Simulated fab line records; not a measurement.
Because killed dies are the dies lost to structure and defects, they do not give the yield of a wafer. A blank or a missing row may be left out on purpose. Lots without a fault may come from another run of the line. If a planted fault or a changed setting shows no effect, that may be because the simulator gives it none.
Code-filled problem report in 8D (eight disciplines) form | flow n5Finfet | the parts of the form that need people (team, actions taken, sign-off) are left out

## 1. WHAT WENT WRONG
N5_SD_EPI_P_CD_MEAS_09, cdNm: mean 230.3 nm over 1 wafer from 1 lot; wafers with no fault: 240.1 nm, standard deviation 0.6. Measured from the usual mean, that is -16 standard deviations.
The step: target cd 240 nm.
Earliest sighting: wafer L511.2 on cdSem-01 at day 4 22:52. At this step, 26 wafers from 9 lots have a number in the record. Rule for "out" (also "out of limits"): further than 4 standard deviations from the usual mean. All remaining wafers that have a number are taken as sound.

## 2. WHAT IT IS; WHAT IT IS NOT
question                    | is               | is not
which readings at this step | cdNm             | -
which lots                  | L511             | L506, L509, L520, L522, L524, L525, L526, L527
which wafers of those lots  | L511.2           | L511.6
read on which gauges        | cdSem-01         | cdSem-02, cdSem-03
when                        | from day 4 22:52 | up to then (7 sound wafers); but 18 sound wafers of L520, L522, L524, L525, L526, L527 came after

## 3. THE SUSPECTS, EACH WITH WHAT RULES IT OUT
Counting: any tool at a process step up to the reading remains a suspect provided it ran every lot that is out. Sound lots after the first of them don't rule it out here, since some wafers of a struck lot are sound.
- the gauge at N5_SD_EPI_P_CD_MEAS_09 has been ruled out. All the wafers that are out were read on cdSem-01, but those of them that N5_SD_EPI_P_PEB_07 has rows for are out there too, on other tools.
- rieDiel-03 at N5_SD_EPI_N_ETCH_16 (etches SiO2 in CHF3/O2, target depth 5 nm): kept. It ran the lot that is out, L511 (day 4 19:09).
- lithoTrack-04 at N5_SD_EPI_P_PEB_07 (peb time 60 s): kept. The lot that is out, L511, ran on it at day 4 22:49; the last sound lot it ran before that was L509, at day 4 11:43. On those wafers its own readings are out: heaterPowerTotalW.
- At N5_SD_EPI_N_ETCH_16 on rieDiel-03, chamber 1 took the sound wafers of the same lots and chamber 2 took the wafers that are out.
Left after counting: rieDiel-03 at N5_SD_EPI_N_ETCH_16, lithoTrack-04 at N5_SD_EPI_P_PEB_07.

## 4. THE CAUSE (what the simulator had put in)
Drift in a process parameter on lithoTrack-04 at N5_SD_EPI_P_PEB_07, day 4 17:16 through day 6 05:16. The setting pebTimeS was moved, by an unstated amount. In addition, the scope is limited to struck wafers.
2 suspects survive the count, and this tool is in that group.

## 5. THE EFFECT CHAIN, in route order
Rows list readings where the struck wafers' mean (over those with a number) sits beyond 3 standard deviations from the usual. Only readings whose record carries a usual standard deviation are examined. hours: median over the lots of the time between each lot's start at the first step of this table that gives one and its start at this step. sigmas: the change, counted in usual standard deviations.
hours | step                    | reading           | usual    | on struck wafers | change | sigmas
0     | N5_SD_EPI_P_PEB_07      | heaterPowerTotalW | 175.5 W  | 201.1            | +25.6  | +16
0     | N5_SD_EPI_P_CD_MEAS_09  | cdNm              | 240.1 nm | 230.3            | -9.8   | -16
229   | N5_PASSIVATION_PROBE_49 | killedAtOther     | 3.2      | 15.0             | +11.8  | +3.9
Here are the process steps it includes:
- N5_SD_EPI_P_PEB_07: peb time 60 s.
- N5_PASSIVATION_PROBE_49
Later measuring or inspecting steps at which every struck wafer that the step has a row for has a number for every such reading, and none has moved that far: N5_SD_EPI_P_OVL_MEAS_10, N5_BEOL_M4_RC_MEAS_101.

## 6. WHAT WOULD HAVE CAUGHT IT SOONER
The first out-of-limits reading at a measuring or inspecting step in this record came at day 4 22:52, 6 hours after the fault's start at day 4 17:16.
At N5_SD_EPI_P_PEB_07, the tool's own readings (heaterPowerTotalW) were out on each struck wafer the step has a row for, so an alarm limit on them would have fired on the first such wafer.
Lots out: 1; all had begun N5_SD_EPI_P_PEB_07 on lithoTrack-04 by day 4 22:52. None of them would have been spared by holding the tool at that moment.
